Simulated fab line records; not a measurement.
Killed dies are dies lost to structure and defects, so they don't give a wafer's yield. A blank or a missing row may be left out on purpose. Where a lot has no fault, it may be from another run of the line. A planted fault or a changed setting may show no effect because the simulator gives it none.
Tool commonality check	flow nand-harc	14 lots and 42 wafers in the sample

== REASON IT WAS OPENED ==
On 2 of the 14 lots, a flag is raised at NHARC_A_ONON_D1_THK_MEAS_08 on the reading thk-nm. Fault-free wafers read 997 nm, with a standard deviation of 12.
Rule: a lot gets a flag if all its wafers with a number sit over 4 standard deviations from that mean, or if no wafer of it has a number. All remaining lots are regarded as sound.

lot	measured	on	thk-nm (nm), wafer by wafer	flag
L566	day 7 23:08	film-metro-01	996 999 996	
L565	day 7 23:26	film-metro-02	1001 999 1001	
L567	day 8 13:46	film-metro-02	993 991 992	
L570	day 10 04:08	film-metro-01	1005 1005 1005	
L571	day 10 11:20	film-metro-01	1008 1011 1007	
L572	day 10 21:11	film-metro-01	1008 1008 1006	
L573	day 11 06:58	film-metro-01	1003 1005 1005	
L575	day 12 00:22	film-metro-01	1001 1001 1000	
L576	day 12 10:56	film-metro-01	1000 999 1001	
L577	day 12 21:28	film-metro-01	1015 1017 1014	
L578	day 12 21:29	film-metro-02	994 996 998	
L582	day 15 00:31	film-metro-01	1014 1014 1011	
L583	day 15 06:38	film-metro-02	702 704 702	FLAGGED
L585	day 16 10:32	film-metro-01	697 696 696	FLAGGED
On average the flagged lots' numbers are 700 nm, which is -298 nm against the usual, or -25 standard deviations.

== EACH LOT AND THE TOOL IT RAN ON ==
2 process steps preceding the reading are held in the record, out of 1302 steps in the route. Each cell gives the tool, then ch followed by the chambers the sampled wafers passed through, then the start.
lot	flag	NHARC_A_ZERO_WELL_RTA_16	NHARC_A_ONON_D1_DEP_06
L566		rtp-anneal-01 ch 0, day 7 00:50	pecvd-onon-01 ch 0, day 7 22:44
L565		rtp-anneal-02 ch 0, day 7 02:12	pecvd-onon-04 ch 0, day 7 23:02
L567		rtp-anneal-02 ch 0, day 7 15:13	pecvd-onon-01 ch 0, day 8 13:15
L570		rtp-anneal-01 ch 0, day 9 00:46	pecvd-onon-01 ch 0, day 10 03:38
L571		rtp-anneal-02 ch 0, day 9 13:29	pecvd-onon-01 ch 0, day 10 10:50
L572		rtp-anneal-01 ch 0, day 9 22:13	pecvd-onon-04 ch 0, day 10 20:44
L573		rtp-anneal-02 ch 0, day 10 07:56	pecvd-onon-02 ch 0, day 11 06:31
L575		rtp-anneal-02 ch 0, day 10 21:56	pecvd-onon-01 ch 0, day 11 23:55
L576		rtp-anneal-02 ch 0, day 11 11:59	pecvd-onon-04 ch 0, day 12 10:29
L577		rtp-anneal-01 ch 0, day 11 23:17	pecvd-onon-01 ch 0, day 12 20:58
L578		rtp-anneal-02 ch 0, day 12 02:16	pecvd-onon-02 ch 0, day 12 20:58
L582		rtp-anneal-01 ch 0, day 14 02:08	pecvd-onon-02 ch 0, day 15 00:01
L583	FLAGGED	rtp-anneal-01 ch 0, day 14 07:41	pecvd-onon-01 ch 0, day 15 06:11
L585	FLAGGED	rtp-anneal-02 ch 0, day 15 11:34	pecvd-onon-01 ch 0, day 16 10:05
What is done by these steps:
- NHARC_A_ZERO_WELL_RTA_16: time 10 s.
- NHARC_A_ONON_D1_DEP_06: target thk 1000 nm.
- NHARC_A_ONON_D1_THK_MEAS_08: measures by ellipsometry.

== FLAGGED AGAINST TOTAL, ONE TOOL AT A TIME (gauges that did the reading follow at the end) ==
step	tool	lots run	flagged	share of the flagged lots	sound lots run after its first flagged lot
NHARC_A_ZERO_WELL_RTA_16	rtp-anneal-01	6	1	some	0
NHARC_A_ZERO_WELL_RTA_16	rtp-anneal-02	8	1	some	0
NHARC_A_ONON_D1_DEP_06	pecvd-onon-01	8	2	all	0
NHARC_A_ONON_D1_DEP_06	pecvd-onon-02	3	0	none	-
NHARC_A_ONON_D1_DEP_06	pecvd-onon-04	3	0	none	-
NHARC_A_ONON_D1_THK_MEAS_08	film-metro-01	10	1	some	0
NHARC_A_ONON_D1_THK_MEAS_08	film-metro-02	4	1	some	0

== THE TABLE: WHAT IT ALLOWS ==
Rows of the table that ran each flagged lot: 1, that is pecvd-onon-01 at NHARC_A_ONON_D1_DEP_06.
- pecvd-onon-01 at NHARC_A_ONON_D1_DEP_06 ran 8 lots, 2 of them flagged. Its last sound lot is L577 (day 12 20:58), its first flagged lot L583 (day 15 06:11): a fault that began between those two fits.
Just one tool remains: pecvd-onon-01 at NHARC_A_ONON_D1_DEP_06.

== WHAT THE SIMULATOR HAD INSERTED ==
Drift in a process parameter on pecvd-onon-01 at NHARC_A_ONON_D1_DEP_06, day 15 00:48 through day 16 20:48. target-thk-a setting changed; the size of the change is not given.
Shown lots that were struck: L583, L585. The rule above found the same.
